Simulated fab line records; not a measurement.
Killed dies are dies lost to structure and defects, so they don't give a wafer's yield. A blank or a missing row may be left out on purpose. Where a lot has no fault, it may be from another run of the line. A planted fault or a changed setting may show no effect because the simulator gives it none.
Matching of chambers | flow n5 finfet | N5_BEOL_M10_STRIP_67 on rie diel-06 has 4 sister chambers
The step strips in CF4. 24 wafers are shown with their chamber, then 12 later ones without.

== EACH WAFER AND ITS CHAMBER ==
wafer  | chamber | throttle valve pct (%) | showerhead plenum p Torr (Torr) | drypump motor current A (A)
L076.1 | 1       | 13.25                  | 1.88                            | 6.1
L076.4 | 2       | 13.33                  | 1.84                            | 5.6
L076.6 | 1       | 13.24                  | 1.88                            | 6.1
L080.1 | 3       | 14.08                  | 1.79                            | 5.7
L080.3 | 1       | 13.29                  | 1.88                            | 6.1
L080.4 | 2       | 13.36                  | 1.83                            | 5.6
L081.1 | 3       | 14.06                  | 1.79                            | 5.7
L081.3 | 0       | 13.66                  | 1.85                            | 5.1
L081.5 | 2       | 13.37                  | 1.83                            | 5.6
L082.2 | 3       | 14.10                  | 1.79                            | 5.7
L082.4 | 0       | 13.64                  | 1.85                            | 5.1
L082.6 | 3       | 14.08                  | 1.79                            | 5.7
L083.1 | 2       | 13.38                  | 1.83                            | 5.6
L083.5 | 1       | 13.30                  | 1.88                            | 6.1
L083.6 | 0       | 13.64                  | 1.85                            | 5.2
L086.1 | 2       | 13.37                  | 1.83                            | 5.5
L086.2 | 1       | 13.33                  | 1.87                            | 6.1
L086.5 | 3       | 14.11                  | 1.78                            | 5.7
L085.1 | 0       | 13.67                  | 1.85                            | 5.1
L085.4 | 2       | 13.39                  | 1.83                            | 5.5
L085.5 | 1       | 13.33                  | 1.87                            | 6.0
L087.3 | 2       | 13.38                  | 1.83                            | 5.6
L087.4 | 1       | 13.33                  | 1.87                            | 6.0
L087.6 | 0       | 13.68                  | 1.85                            | 5.2

SIGNATURES, as means of the wafers listed above
reading                  | chamber 0 | chamber 1 | chamber 2 | chamber 3 | scatter within a chamber
throttle valve pct       | 13.6580   | 13.2957   | 13.3686   | 14.0860   | 0.0263
showerhead plenum p Torr | 1.8500    | 1.8757    | 1.8314    | 1.7880    | 0.00411
drypump motor current A  | 5.140     | 6.071     | 5.571     | 5.700     | 0.045
Rule: for a wafer and a chamber, the distance is found by dividing, reading by reading, the gap between the wafer's reading and the chamber's mean by the reading's scatter, squaring, summing and taking the root. If the next closest chamber is less than 2 further off than the closest, the wafer can't be placed; otherwise it belongs to the closest. The scatter: the root of (the sum of the squares of (reading less its chamber's mean) over the shown wafers, divided by (wafers less chambers)).

== WAFERS WHOSE CHAMBER IS MISSING ==
wafer  | throttle valve pct (%) | showerhead plenum p Torr (Torr) | drypump motor current A (A)
L092.2 | 13.71                  | 1.84                            | 5.2
L092.4 | 13.42                  | 1.82                            | 5.5
L092.6 | 13.41                  | 1.82                            | 5.5
L093.2 | 13.34                  | 1.87                            | 6.0
L093.5 | 14.15                  | 1.78                            | 5.7
L093.6 | 13.44                  | 1.82                            | 5.6
L096.2 | 13.71                  | 1.84                            | 5.1
L096.3 | 13.37                  | 1.87                            | 6.0
L096.4 | 13.42                  | 1.82                            | 5.5
L097.1 | 13.75                  | 1.84                            | 5.1
L097.2 | 14.19                  | 1.78                            | 5.7
L097.6 | 14.17                  | 1.78                            | 5.6

== EACH ONE'S CHAMBER ==
wafer  | from the rows above | in truth
L092.2 | 0                   | 0
L092.4 | 2                   | 2
L092.6 | 2                   | 2
L093.2 | 1                   | 1
L093.5 | 3                   | 3
L093.6 | 2                   | 2
L096.2 | 0                   | 0
L096.3 | 1                   | 1
L096.4 | 2                   | 2
L097.1 | 0                   | 0
L097.2 | 3                   | 3
L097.6 | 3                   | 3
12 of 12 placed correctly. Not placeable from these rows: 0. Number placed wrongly: 0.
